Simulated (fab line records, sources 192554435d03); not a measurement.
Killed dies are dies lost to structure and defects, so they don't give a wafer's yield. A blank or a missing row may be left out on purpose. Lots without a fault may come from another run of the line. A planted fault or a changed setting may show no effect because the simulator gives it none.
Chamber matching | flow n5_finfet | N5_BEOL_M7_CMP_52 on cmp-01: 4 sister chambers
The step polishes, stops on SiCOH lowk, t overpolish 6.9 s, target thk 80 nm. 8 wafers are shown with their chamber, then 9 later ones without.

WAFERS WITH THEIR CHAMBER
wafer  | chamber | motor_current_A (A) | barrier_field_endpoint_s (s)
L085.3 | 1       | 6.0                 | 29.2
L085.6 | 2       | 6.7                 | 28.8
L092.2 | 0       | 5.1                 | 28.4
L092.3 | 3       | 6.1                 | 29.1
L092.4 | 1       | 6.1                 | 28.9
L086.2 | 0       | 5.3                 | 28.0
L086.3 | 2       | 6.6                 | 28.0
L086.6 | 3       | 6.1                 | 27.9

WAFERS WITHOUT THEIR CHAMBER
wafer  | motor_current_A (A) | barrier_field_endpoint_s (s)
L089.2 | 5.3                 | 27.7
L089.4 | 6.3                 | 27.1
L089.5 | 5.8                 | 27.0
L091.1 | 6.1                 | 28.2
L091.3 | 6.7                 | 28.0
L091.4 | 5.5                 | 28.8
L079.1 | 5.9                 | 27.5
L079.2 | 6.1                 | 28.7
L079.6 | 5.3                 | 28.6

WHICH CHAMBER EACH WENT THROUGH
wafer  | from the rows above          | in truth
L089.2 | 0                            | 0
L089.4 | can't be placed: 3 or 1 or 2 | 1
L089.5 | can't be placed: 3 or 1      | 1
L091.1 | can't be placed: 3 or 1      | 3
L091.3 | 2                            | 2
L091.4 | 0                            | 0
L079.1 | can't be placed: 3 or 1      | 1
L079.2 | can't be placed: 3 or 1      | 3
L079.6 | 0                            | 0
Placed correctly: 4 of 9. Can't be placed from these rows: 5 (the true chamber is among the candidates in 5). Placed wrongly: 0.
How it was worked out, from the rows above alone: a wafer's distance from a chamber is the root of the sum, over the readings, of the square of ((its reading less the chamber's mean) divided by the reading's scatter). The wafer belongs to the nearest chamber; if the next one is less than 2 further off, it can't be placed. A chamber's mean is the mean of its shown wafers. The scatter: the root of (the sum of the squares of (reading less its chamber's mean) over the shown wafers, divided by (wafers less chambers)).
